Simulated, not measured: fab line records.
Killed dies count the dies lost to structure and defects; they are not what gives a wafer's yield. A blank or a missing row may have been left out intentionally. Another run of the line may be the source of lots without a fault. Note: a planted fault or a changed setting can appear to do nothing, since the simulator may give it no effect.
A single fault, viewed from 2 desks :: flow n5_finfet :: each desk holds nothing but its own numbers, with what lay behind them at the end

METROLOGY DESK
What the gauges read for every lot (on any tool): the sampled wafers with a number, averaged. Marked OUT: a lot whose mean sits more than 4 standard deviations from the usual mean, which makes it out of limits; the brackets give that distance. Of its 10 readings 7 are shown: those that lie furthest out on some lot.
Columns: A = DIBL_P at N5_BEOL_M4_RC_MEAS_101, usual 36.3 mV/V; B = IOFF_N at N5_BEOL_M4_RC_MEAS_101, usual 0.157 nA/um; C = IOFF_P at N5_BEOL_M4_RC_MEAS_101, usual 0.22 nA/um; D = ION_N at N5_BEOL_M4_RC_MEAS_101, usual 675 uA/um; E = ION_P at N5_BEOL_M4_RC_MEAS_101, usual 465 uA/um; F = SS_P at N5_BEOL_M4_RC_MEAS_101, usual 73.3 mV/dec; G = VT_P at N5_BEOL_M4_RC_MEAS_101, usual -249 mV
lot: L466
first seen here: day 8 02:21
A: 37.4
B: 0.152
C: 0.21
D: 673
E: 463
F: 72.8
G: -251

lot: L468
first seen here: day 8 19:53
A: 34.9
B: 0.132
C: 0.17
D: 665
E: 454
F: 72.1
G: -254

lot: L469
first seen here: day 9 23:38
A: 35.7
B: 0.153
C: 0.21
D: 680
E: 467
F: 73.3
G: -250

lot: L477
first seen here: day 11 23:50
A: 37.2
B: 0.163
C: 0.19
D: 672
E: 457
F: 73.3
G: -253

lot: L482
first seen here: day 12 10:00
A: 36.0
B: 0.157
C: 0.20
D: 680
E: 462
F: 72.9
G: -251

lot: L480
first seen here: day 12 12:53
A: 35.8
B: 0.144
C: 0.20
D: 666
E: 456
F: 73.5
G: -251

lot: L488
first seen here: day 13 19:12
A: 36.9
B: 0.166
C: 0.26
D: 672
E: 469
F: 73.7
G: -246

lot: L487
first seen here: day 14 03:20
A: 36.2
B: 0.171
C: 0.24
D: 688
E: 476
F: 74.0
G: -248

lot: L489
first seen here: day 14 19:49
A: 38.3
B: 0.171
C: 0.28
D: 679
E: 473
F: 73.6
G: -244
Result from this desk: across the 9 lots, nothing is out of limits.

FOR THE TOOL OWNER'S DESK: rie_diel-06
The tool's own readings at N5_FIN_SAQP_ETCH_34 (etches SiO2 in C4F6/O2, target depth 45 nm, time 15 s): means of the sampled wafers that have a number, for each lot that ran on this tool. Marked OUT: a lot whose mean sits more than 4 standard deviations from the usual mean, which makes it out of limits; the brackets give that distance. Shown are 7 of the 9 readings it has, namely the first that went out of limits plus those furthest out on some lot.
Columns: A = drypump_motor_current_A at N5_FIN_SAQP_ETCH_34, usual 5.8 A; B = etch_rf_on_time_s at N5_FIN_SAQP_ETCH_34, usual 14.94 s; C = oes_f_703_au at N5_FIN_SAQP_ETCH_34, usual 0.81 a.u.; D = oes_o_777_au at N5_FIN_SAQP_ETCH_34, usual 0.81 a.u.; E = rf_fwd_power_W at N5_FIN_SAQP_ETCH_34, usual 336.5 W; F = rf_vpp_V at N5_FIN_SAQP_ETCH_34, usual 667 V; G = throttle_valve_pct at N5_FIN_SAQP_ETCH_34, usual 21.15 %
lot: L466
first seen here: day 2 06:01
A: 6.4
B: 14.91
C: 0.80
D: 0.80
E: 336.9
F: 669
G: 21.36

lot: L468
first seen here: day 2 15:47
A: 5.5
B: 14.62
C: 0.88
D: 0.88
E: 336.1
F: 669
G: 20.93

lot: L477
first seen here: day 4 19:55
A: 6.0
B: 15.43
C: 0.74
D: 0.75
E: 308.5 (-29) OUT
F: 703 (+6.7) OUT
G: 21.15

lot: L480
first seen here: day 5 14:08
A: 6.0
B: 15.58
C: 0.74
D: 0.74
E: 308.1 (-29) OUT
F: 703 (+6.6) OUT
G: 21.17
This desk's verdict: out of limits on L477, L480, starting with L477 at day 4 19:55 (rf_fwd_power_W at N5_FIN_SAQP_ETCH_34). Within limits: L466, L468.

BROUGHT TOGETHER
The tool owner's desk had the chance to raise an alarm at day 4 19:55 on L477, L480.
Metrology desk: nothing out of limits seen.
The metrology desk has L477, L480 on record, within its limits.
All the named lots went through N5_FIN_SAQP_ETCH_34 on rie_diel-06.

WHAT HAD BEEN PUT IN BY THE SIMULATOR
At N5_FIN_SAQP_ETCH_34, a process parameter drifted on rie_diel-06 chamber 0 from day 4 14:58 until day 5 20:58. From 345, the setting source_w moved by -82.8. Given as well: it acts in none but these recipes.
Lots struck among those shown: L477, L480.
Delay in hours, fault start to first out-of-limits reading, by desk: the tool owner's desk at 5.
